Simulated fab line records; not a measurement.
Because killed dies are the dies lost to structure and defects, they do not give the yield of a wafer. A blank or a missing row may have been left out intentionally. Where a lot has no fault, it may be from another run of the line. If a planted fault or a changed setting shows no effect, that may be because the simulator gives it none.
Which tool was responsible?	flow nand harc	6 lots, 18 wafers sampled, at 5 steps of a route of 1302

## WHAT EACH GAUGE READ, for each wafer
NHARC_END_SORT_01.
lot	measured	on	killed at array

## WHICH TOOL RAN EACH LOT (tool, then ch and the chambers of the sampled wafers, then the start)
lot	NHARC_A_CONTACT_ETCH_136	NHARC_A_CONTACT_ETCH_98	NHARC_A_CONTACT_CVD_19	NHARC_A_BLC_SOFTBAKE_05
L550	har cap etch-03 ch 0,1, day 23 05:04	rie diel-03 ch 1,2, day 23 09:00 or earlier	cvd w-01 ch 0,1, day 23 09:00 or earlier	litho track-06 ch 0, day 23 09:00
L556	har cap etch-03 ch 0,1, day 25 14:35	rie diel-09 ch 1,2, day 25 19:00 or earlier	cvd w-02 ch 0,1, day 25 19:00 or earlier	litho track-04 ch 0, day 25 19:00
L561	har cap etch-01 ch 0,1, day 27 02:08	rie diel-03 ch 1,2,3, day 27 06:00 or earlier	cvd w-01 ch 0,1, day 27 06:00 or earlier	litho track-06 ch 0, day 27 06:00
L566	har cap etch-01 ch 0,1, day 30 12:12	rie diel-09 ch 0,2,3, day 30 16:00 or earlier	cvd w-01 ch 0,1, day 30 16:00 or earlier	litho track-06 ch 0, day 30 16:00
L570	har cap etch-02 ch 0,1, day 31 00:12	rie diel-02 ch 0,1,3, day 31 04:00 or earlier	cvd w-02 ch 0,1, day 31 04:00 or earlier	litho track-06 ch 0, day 31 04:00
L571	har cap etch-03 ch 0,1, day 31 13:35	rie diel-03 ch 0,2,3, day 31 17:00 or earlier	cvd w-02 ch 0,1, day 31 17:00 or earlier	litho track-06 ch 0, day 31 17:00
- NHARC_A_CONTACT_ETCH_136: etches the open film in C4F8/O2/Ar, time 311 s, target depth 1912 nm.
- NHARC_A_CONTACT_ETCH_98: etches the open film in C4F6/O2, target depth 20 nm, time 10 s.
- NHARC_A_CONTACT_CVD_19: deposits W, target thk 300 nm, time 802 s.
- NHARC_A_BLC_SOFTBAKE_05: time 55 s.

## THE ANSWER, worked out from the rows above alone
Rule: the lots themselves supply what counts as usual. The widest of any qualifying gaps counts: lots, ordered by their means at a reading, are off when they make up no more than a third of the lots, leave a main group of 4 or more, and stand apart from it by 3 or more times the standard deviation of that group's means. The tables above print the reading to a certain number of digits; a main group whose means all agree to those digits is not used. A lot without any number at a reading at which 4 lots or more have one is off too. Any other lot the step has rows for is counted as sound.
None of the lots is off at any reading shown; this tells nothing.

## WHAT WAS PUT IN BY THE SIMULATOR
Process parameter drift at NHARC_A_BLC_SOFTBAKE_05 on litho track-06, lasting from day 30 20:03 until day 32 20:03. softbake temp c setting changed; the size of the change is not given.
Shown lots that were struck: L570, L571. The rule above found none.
